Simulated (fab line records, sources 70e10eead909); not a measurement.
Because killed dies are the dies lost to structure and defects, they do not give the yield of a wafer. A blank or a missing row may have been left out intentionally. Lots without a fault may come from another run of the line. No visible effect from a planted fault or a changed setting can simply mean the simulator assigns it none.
A single fault, viewed from 2 desks || flow nand harc || each desk has only its own numbers; what lay behind them comes last

## TOOL OWNER'S DESK, rie diel-08
The tool's own readings at NHARC_P_M2_ETCH_15 (etches the open film in C4F8/Ar, target depth 182.5 nm, time 91.2 s): means of the sampled wafers that have a number, for each lot that ran on this tool. The brackets show how far a lot's mean lies from the usual mean; more than 4 standard deviations puts the lot out of limits, marked OUT.
Columns: A = oes product au at NHARC_P_M2_ETCH_15, usual 0.946 a.u.; B = rf vpp V at NHARC_P_M2_ETCH_15, usual 441.2 V; C = run length s at NHARC_P_M2_ETCH_15, usual 112.4 s
{"lot": "L548", "first seen here": "day 7 00:06", "A": 0.924, "B": 441.4, "C": 112.3}
{"lot": "L549", "first seen here": "day 7 04:07", "A": 0.929, "B": 440.7, "C": 112.5}
{"lot": "L550", "first seen here": "day 7 18:05", "A": 0.929, "B": 442.1, "C": "110.1 (-6.2) OUT"}
{"lot": "L553", "first seen here": "day 8 22:42", "A": 0.973, "B": 440.0, "C": "110.2 (-5.9) OUT"}
{"lot": "L563", "first seen here": "day 13 02:15", "A": 0.962, "B": 440.7, "C": 112.6}
{"lot": "L564", "first seen here": "day 13 16:34", "A": 0.957, "B": 440.8, "C": 112.3}
{"lot": "L567", "first seen here": "day 14 20:48", "A": 0.928, "B": 443.4, "C": 112.7}
{"lot": "L568", "first seen here": "day 15 00:04", "A": 0.959, "B": 442.8, "C": 112.8}
{"lot": "L570", "first seen here": "day 16 03:38", "A": 0.975, "B": 441.2, "C": 112.8}
This desk's finding: out of limits on L550, L553; first on L550, day 7 18:05 (run length s at NHARC_P_M2_ETCH_15). L548, L549, L563, L564, L567, L568, L570: within limits.

## AT THE METROLOGY DESK
Lot by lot, what the gauges showed, no matter which tool ran the lot: averages of those sampled wafers that carry a number. The brackets show how far a lot's mean lies from the usual mean; more than 4 standard deviations puts the lot out of limits, marked OUT.
Columns: A = cd nm at NHARC_P_M1_CD_MEAS_16, usual 129.7 nm
{"lot": "L548", "first seen here": "day 6 20:07", "A": 129.8}
{"lot": "L549", "first seen here": "day 7 00:07", "A": 129.4}
{"lot": "L550", "first seen here": "day 7 13:32", "A": 130.0}
{"lot": "L551", "first seen here": "day 8 00:27", "A": 129.5}
{"lot": "L553", "first seen here": "day 8 18:22", "A": 129.5}
{"lot": "L561", "first seen here": "day 12 07:16", "A": 129.1}
{"lot": "L563", "first seen here": "day 12 22:14", "A": 129.2}
{"lot": "L565", "first seen here": "day 13 11:16", "A": 129.9}
{"lot": "L564", "first seen here": "day 13 12:32", "A": 130.1}
{"lot": "L567", "first seen here": "day 14 16:48", "A": 130.0}
{"lot": "L568", "first seen here": "day 14 20:00", "A": 129.2}
{"lot": "L570", "first seen here": "day 15 23:34", "A": 129.2}
This desk's finding: nothing out of limits on any of the 12 lots.

## BROUGHT TOGETHER
The tool owner's desk had the chance to raise an alarm at day 7 18:05 on L550, L553.
Metrology desk: nothing out of limits seen.
The metrology desk has L550, L553 on record, within its limits.
Every lot named ran NHARC_P_M2_ETCH_15 on rie diel-08.

## WHAT HAD BEEN PUT IN BY THE SIMULATOR
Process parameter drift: rie diel-08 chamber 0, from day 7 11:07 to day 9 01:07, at NHARC_P_M2_ETCH_15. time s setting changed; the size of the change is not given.
Lots struck among those shown: L550, L553.
How many hours passed from the start of the fault until each desk's first out-of-limits reading: the tool owner's desk, 7.
